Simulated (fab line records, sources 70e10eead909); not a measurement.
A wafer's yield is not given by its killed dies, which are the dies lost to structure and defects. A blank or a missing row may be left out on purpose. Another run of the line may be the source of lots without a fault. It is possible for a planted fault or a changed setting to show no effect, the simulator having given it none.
The tool behind it: which one? -- flow nandHarc -- 13 lots with 38 wafers sampled at 5 steps, on a route of 1302 steps

== WHAT THE GAUGES READ, wafer by wafer ==
NHARC_A_ZERO_WELL_CD_MEAS_10 targets a cd of 2000 nm.
lot,measured,on,cdNm (nm)
L368,day 6 22:32,cdSem-02,1998.9 2000.6 2000.1
L369,day 7 07:06,cdSem-03,1999.8 1999.6 1997.6
L371,day 7 23:19,cdSem-02,2003.7 2003.0 1998.9
L372,day 8 19:31,cdSem-03,2000.9 1999.3 1999.2
L373,day 8 20:20,cdSem-01,1995.1 2001.6 1996.9
L374,day 9 04:35,cdSem-01,2001.5 1998.7 2003.0
L377,day 10 13:46,cdSem-01,2001.3 2001.2 2002.0
L380,day 11 16:29,cdSem-02,2002.1 1997.0 2000.0
L381,day 12 20:19,cdSem-03,1996.9 2000.8
L385,day 13 21:15,cdSem-01,1998.3 2002.8 2001.3
L386,day 14 04:10,cdSem-02,1997.6 2003.7 2001.6
L389,day 15 08:25,cdSem-02,1997.4 1998.6 1992.6
L391,day 16 06:12,cdSem-01,2000.2 2000.1 1997.3

NHARC_A_ONON_D1_THK_MEAS_11: measures by ellipsometry.
lot,measured,on,thkNm (nm)
L368,day 7 22:11,filmMetro-01,992 993 992
L369,day 8 13:34,filmMetro-02,997 999 998
L371,day 9 01:07,filmMetro-01,1004 1001 1003
L372,day 9 19:35,filmMetro-01,1006 1004 1005
L373,day 9 19:35,filmMetro-01,1007 1005 1005
L374,day 10 04:10,filmMetro-01,1006 1004 1005
L377,day 11 13:48,filmMetro-01,1006 1007 1006
L380,day 12 17:46,filmMetro-01,990 991 992
L381,day 13 20:29,filmMetro-02,996 993
L385,day 14 22:19,filmMetro-02,1005 1008 1007
L386,day 15 06:07,filmMetro-02,1009 1012 1008
L389,day 16 09:16,filmMetro-02,978 979 978
L391,day 17 07:01,filmMetro-02,988 989 991

NHARC_A_ONON_D1_THK_MEAS_24: measures by ellipsometry.
lot,measured,on,thkNm (nm)
L368,day 8 09:23,filmMetro-02,990 988 987
L369,day 8 23:46,filmMetro-02,1002 1001 1002
L371,day 9 10:38,filmMetro-02,1008 1010 1009
L372,day 10 05:01,filmMetro-01,1001 1001 1001
L373,day 10 04:53,filmMetro-02,996 996 995
L374,day 10 13:25,filmMetro-01,992 994 996
L377,day 12 02:49,filmMetro-02,1002 1001 1000
L380,day 13 03:02,filmMetro-01,1009 1009 1007
L381,day 14 08:04,filmMetro-02,696 1021
L385,day 15 12:12,filmMetro-02,1004 1005 1003
L386,day 15 15:35,filmMetro-02,1028 1026 1026
L389,day 16 22:01,filmMetro-01,979 979 982
L391,day 17 13:23,filmMetro-02,991 992 991

NHARC_A_CHANNEL_HOLE_D1_CD_MEAS_10 targets a cd of 100 nm.
lot,measured,on,cdNm (nm)
L368,day 8 14:35,cdSem-02,99.9 100.4 101.3
L369,day 9 04:17,cdSem-01,100.3 100.2 100.1
L371,day 9 17:02,cdSem-01,100.2 101.1 100.5
L372,day 10 09:23,cdSem-01,100.3 100.7 100.2
L373,day 10 09:14,cdSem-01,98.5 99.4 100.4
L374,day 10 17:46,cdSem-01,99.6 101.0 100.2
L377,day 12 07:43,cdSem-01,99.8 100.1 99.4
L380,day 13 07:42,cdSem-02,100.3 100.6 100.9
L381,day 14 14:37,cdSem-03,99.2
L385,day 15 16:38,cdSem-01,98.5 99.6 99.2
L386,day 15 22:31,cdSem-02,99.4 99.8 99.9
L389,day 17 10:02,cdSem-01,100.3 100.4 100.5
L391,day 17 18:11,cdSem-02,100.6 99.5 99.1

== WHAT TOOL EACH LOT RAN ON (gives the tool, then ch and the chambers of the sampled wafers, and finally the start) ==
lot,NHARC_A_ONON_D1_DEP_22
L368,"pecvdOnon-01 ch 0, day 8 08:56"
L369,"pecvdOnon-04 ch 0, day 8 23:15"
L371,"pecvdOnon-02 ch 0, day 9 10:07"
L372,"pecvdOnon-02 ch 0, day 10 04:31"
L373,"pecvdOnon-04 ch 0, day 10 04:29"
L374,"pecvdOnon-01 ch 0, day 10 12:58"
L377,"pecvdOnon-01 ch 0, day 12 02:22"
L380,"pecvdOnon-04 ch 0, day 13 02:32"
L381,"pecvdOnon-01 ch 0, day 14 07:33"
L385,"pecvdOnon-02 ch 0, day 15 11:40"
L386,"pecvdOnon-02 ch 0, day 15 15:08"
L389,"pecvdOnon-02 ch 0, day 16 21:31"
L391,"pecvdOnon-02 ch 0, day 17 12:56"
- NHARC_A_ONON_D1_DEP_22: target thk 1000 nm.

== AS READ BY THE TOOLS THEMSELVES (means over the sampled wafers that have a number; for cases with no such wafer, the mark the record gives instead) ==
The record holds no such reading with a usual standard deviation.

== THE ANSWER, worked out from the rows above alone ==
Rule: what is usual is taken from the lots themselves. The widest of any qualifying gaps counts: lots, ordered by their means at a reading, are off when they make up no more than a third of the lots, leave a main group of 4 or more, and stand apart from it by 3 or more times the standard deviation of that group's means. If all means in a main group match to the digits the tables above print for the reading, that group is not used. A lot without any number at a reading at which 4 lots or more have one is off too. Any other lot the step has rows for is counted as sound. Order of review: gauges by route order, followed by the tools' own readings, for which a lot's mean as printed above is used. At the first step where some lot is off, the reading lying furthest off is the one used; lots without a number count as furthest.
Off: L381 (NHARC_A_ONON_D1_THK_MEAS_24, thkNm). Mean 1000 nm and standard deviation 11 in the main group.
If a tool, at a process step before that reading, ran all the lots that are off and no sound lot after the first of them, it fits. Gauges at NHARC_A_ONON_D1_THK_MEAS_24: tried the same way as those tools. One fits: pecvdOnon-01 at NHARC_A_ONON_D1_DEP_22. Its last sound lot is L377 (day 12 02:22), its first lot that is off L381 (day 14 07:33): a fault that began between those two fits.

== WHAT HAD BEEN PUT IN BY THE SIMULATOR ==
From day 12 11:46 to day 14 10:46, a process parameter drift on pecvdOnon-01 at NHARC_A_ONON_D1_DEP_22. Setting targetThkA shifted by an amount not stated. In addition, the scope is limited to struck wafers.
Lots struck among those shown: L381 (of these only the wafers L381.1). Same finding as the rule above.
